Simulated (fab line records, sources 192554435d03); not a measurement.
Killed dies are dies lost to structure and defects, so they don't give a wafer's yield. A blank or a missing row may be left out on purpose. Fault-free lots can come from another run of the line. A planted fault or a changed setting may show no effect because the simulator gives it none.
Matching of chambers / flow n5_finfet / 4 sister chambers for N5_BEOL_M0_SAQP_DESCUM_45 on rie_diel-03
The step chemistry O2, time 7 s. 8 wafers are shown with their chamber, then 9 later ones without.

EACH WAFER AND ITS CHAMBER
wafer=L075.4; chamber=3; drypump_motor_current_A (A)=6.2; showerhead_plenum_p_Torr (Torr)=2.02
wafer=L080.4; chamber=1; drypump_motor_current_A (A)=5.2; showerhead_plenum_p_Torr (Torr)=2.16
wafer=L080.5; chamber=3; drypump_motor_current_A (A)=6.2; showerhead_plenum_p_Torr (Torr)=2.02
wafer=L086.3; chamber=0; drypump_motor_current_A (A)=6.0; showerhead_plenum_p_Torr (Torr)=2.06
wafer=L086.5; chamber=1; drypump_motor_current_A (A)=5.1; showerhead_plenum_p_Torr (Torr)=2.15
wafer=L087.2; chamber=0; drypump_motor_current_A (A)=6.0; showerhead_plenum_p_Torr (Torr)=2.06
wafer=L087.4; chamber=2; drypump_motor_current_A (A)=5.9; showerhead_plenum_p_Torr (Torr)=2.12
wafer=L087.6; chamber=2; drypump_motor_current_A (A)=5.9; showerhead_plenum_p_Torr (Torr)=2.12

WAFERS WHOSE CHAMBER IS MISSING
wafer=L088.2; drypump_motor_current_A (A)=5.2; showerhead_plenum_p_Torr (Torr)=2.15
wafer=L088.5; drypump_motor_current_A (A)=5.9; showerhead_plenum_p_Torr (Torr)=2.12
wafer=L088.6; drypump_motor_current_A (A)=6.2; showerhead_plenum_p_Torr (Torr)=2.02
wafer=L092.1; drypump_motor_current_A (A)=5.2; showerhead_plenum_p_Torr (Torr)=2.15
wafer=L092.2; drypump_motor_current_A (A)=5.9; showerhead_plenum_p_Torr (Torr)=2.12
wafer=L092.5; drypump_motor_current_A (A)=6.1; showerhead_plenum_p_Torr (Torr)=2.01
wafer=L094.1; drypump_motor_current_A (A)=6.2; showerhead_plenum_p_Torr (Torr)=2.01
wafer=L094.5; drypump_motor_current_A (A)=5.2; showerhead_plenum_p_Torr (Torr)=2.15
wafer=L094.6; drypump_motor_current_A (A)=6.0; showerhead_plenum_p_Torr (Torr)=2.05

WHICH CHAMBER EACH WENT THROUGH
wafer=L088.2; from the rows above=1; in truth=1
wafer=L088.5; from the rows above=2; in truth=2
wafer=L088.6; from the rows above=3; in truth=3
wafer=L092.1; from the rows above=1; in truth=1
wafer=L092.2; from the rows above=2; in truth=2
wafer=L092.5; from the rows above=3; in truth=3
wafer=L094.1; from the rows above=3; in truth=3
wafer=L094.5; from the rows above=1; in truth=1
wafer=L094.6; from the rows above=0; in truth=0
Placed correctly: 9 of 9. Number that these rows cannot place: 0. Wrongly placed: 0.
How it was worked out, from the rows above alone: a wafer's distance from a chamber is the root of the sum, over the readings, of the square of ((its reading less the chamber's mean) divided by the reading's scatter). The wafer belongs to the nearest chamber; if the next one is less than 2 further off, it can't be placed. For every chamber, the mean is computed from those of its wafers that are shown. How the scatter is found: for the shown wafers, subtract from each reading the mean of its chamber, square and add these, divide the total by (wafers less chambers), then take the root.
